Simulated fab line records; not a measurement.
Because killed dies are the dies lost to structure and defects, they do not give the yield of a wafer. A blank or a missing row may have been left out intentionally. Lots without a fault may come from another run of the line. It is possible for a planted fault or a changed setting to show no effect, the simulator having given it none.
Matching of chambers / flow n5Finfet / rieDiel-04 running N5_BEOL_M8_ETCH_72: 4 sister chambers
The step etches underlayer in N2/H2, target depth 6.5 nm, time 5.2 s. 4 wafers are shown with their chamber, then 11 later ones without.

== WAFERS WITH THEIR CHAMBER ==
wafer=L079.5; chamber=3; drypumpMotorCurrentA (A)=5.5
wafer=L084.2; chamber=1; drypumpMotorCurrentA (A)=5.1
wafer=L084.3; chamber=0; drypumpMotorCurrentA (A)=6.1
wafer=L085.1; chamber=2; drypumpMotorCurrentA (A)=6.0

== WAFERS MISSING THEIR CHAMBER ==
wafer=L085.4; drypumpMotorCurrentA (A)=5.1
wafer=L085.5; drypumpMotorCurrentA (A)=6.1
wafer=L089.1; drypumpMotorCurrentA (A)=6.0
wafer=L089.3; drypumpMotorCurrentA (A)=5.5
wafer=L089.5; drypumpMotorCurrentA (A)=5.9
wafer=L097.3; drypumpMotorCurrentA (A)=5.1
wafer=L097.4; drypumpMotorCurrentA (A)=6.0
wafer=L097.5; drypumpMotorCurrentA (A)=5.5
wafer=L095.2; drypumpMotorCurrentA (A)=6.1
wafer=L095.5; drypumpMotorCurrentA (A)=6.0
wafer=L095.6; drypumpMotorCurrentA (A)=5.1

== WHICH CHAMBER EACH ONE RAN IN ==
wafer=L085.4; from the rows above=1; in truth=1
wafer=L085.5; from the rows above=0; in truth=0
wafer=L089.1; from the rows above=2; in truth=2
wafer=L089.3; from the rows above=3; in truth=3
wafer=L089.5; from the rows above=2; in truth=2
wafer=L097.3; from the rows above=1; in truth=1
wafer=L097.4; from the rows above=2; in truth=2
wafer=L097.5; from the rows above=3; in truth=3
wafer=L095.2; from the rows above=0; in truth=0
wafer=L095.5; from the rows above=2; in truth=2
wafer=L095.6; from the rows above=1; in truth=1
11 of 11 placed correctly. Number that these rows cannot place: 0. 0 placed wrongly.
How it was worked out, from the rows above alone: a wafer's distance from a chamber is the root of the sum, over the readings, of the square of ((its reading less the chamber's mean) divided by the reading's scatter). If the next closest chamber is less than 2 further off than the closest, the wafer can't be placed; otherwise it belongs to the closest. Each chamber's mean is taken over the wafers shown for it. The scatter (one wafer shown for each chamber): square how far every hidden wafer sits from the nearest shown wafer, average those squares and take the square root.
